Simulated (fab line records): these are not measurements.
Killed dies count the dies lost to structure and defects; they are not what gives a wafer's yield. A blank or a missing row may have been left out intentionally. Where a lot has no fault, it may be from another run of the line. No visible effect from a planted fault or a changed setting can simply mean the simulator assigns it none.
Struck lot and sound lot, side by side || flow nandHarc || 13 steps out of a route of 1302
Sound: the wafers L949.3, L949.4, L949.6. The struck wafers were L950.1, L950.5, L950.6. The cause is given at the end.
At each step with rows: each side's tool, then ch and its chambers, then its first start. Under that, the readings that differ: sound wafers || struck wafers || difference of the means || sigmas: that difference in standard deviations of wafers without a fault.
alike: same words and numbers on both sides, and readings whose means sit less than 2 such deviations apart. not compared: any withheld reading, any reading some wafer has no value for, any bound like >300 that may hide the same value, and any number with overlapping values for which the record gives no deviation.
Wherever a step has rows on one side only, a row that says differs or no value, or a row with sigmas, the two part there. Non-overlapping numbers with no deviation appear without sigmas and do not part them. A reading that every wafer of one side lacks parts them only if that side has two wafers or more.

first, 1 step without rows for these wafers: NHARC_A_ONON_D1_DEP_06 (target thk 1000 nm).
NHARC_A_ONON_D1_THK_MEAS_08: measures by ellipsometry.
  sound on filmMetro-02 at day 10 08:39; struck on filmMetro-02 at day 11 01:32
  alike: thkNm
next comes 1 step that has no rows for these wafers: NHARC_A_ONON_D1_DEP_09 (target thickness 1000 nm).
NHARC_A_ONON_D1_THK_MEAS_11: measures by ellipsometry.
  sound on filmMetro-01 at day 10 09:13; struck on filmMetro-01 at day 11 02:07
  alike: thkNm
next comes 1 step that has no rows for these wafers: NHARC_A_ONON_D1_DEP_12 (target thickness 1000 nm).
NHARC_A_ONON_D1_THK_MEAS_14: measures by ellipsometry.
  sound on filmMetro-02 at day 10 09:47; struck on filmMetro-02 at day 11 02:40
  alike: thkNm
then, 2 steps without rows for these wafers: NHARC_A_ONON_D1_ANNEAL_15 (time 3600 s); NHARC_A_ONON_D1_DEP_16 (target thk 1000 nm).
NHARC_A_ONON_D1_THK_MEAS_18: measures by ellipsometry.
  sound on filmMetro-01 at day 10 17:32; struck on filmMetro-01 at day 11 10:42
{"reading": "thkNm (nm)", "sound": "1018 1018 1018", "struck": "979 978 977", "difference": -40, "sigmas": -4}
next comes 1 step that has no rows for these wafers: NHARC_A_ONON_D1_DEP_19 (target thickness 1000 nm).
NHARC_A_ONON_D1_THK_MEAS_21: measures by ellipsometry.
  sound on filmMetro-01 at day 10 18:07; struck on filmMetro-01 at day 11 11:16
{"reading": "thkNm (nm)", "sound": "982 981 984", "struck": "1006 1006 1004", "difference": "+23", "sigmas": "+2"}
NHARC_A_ONON_D1_DEP_22: target thk 1000 nm.
  sound on pecvdOnon-01 ch 0, day 10 18:17; struck on pecvdOnon-03, day 11 11:20
  no value came back on the struck wafers for n2FlowSccm (sccm), n2oFlowSccm (sccm), nh3FlowSccm (sccm), sih4FlowSccm (sccm); on the sound wafers n2FlowSccm (sccm) reads 2758 2761 2745
-- jump in the record: it breaks off in module A_ONON_D1 and resumes in module END (first step shown: number 1302 of the route), and 16 days separate the struck wafers' starts before and after --
NHARC_END_SORT_01:
  the record has rows for the struck wafers here (prober-02 ch 0, day 27 19:52) and none for the sound ones

== WHERE THEY PART ==
Last at NHARC_END_SORT_01 as far as this record goes, first at NHARC_A_ONON_D1_THK_MEAS_18.

WHY: whatever the simulator had introduced
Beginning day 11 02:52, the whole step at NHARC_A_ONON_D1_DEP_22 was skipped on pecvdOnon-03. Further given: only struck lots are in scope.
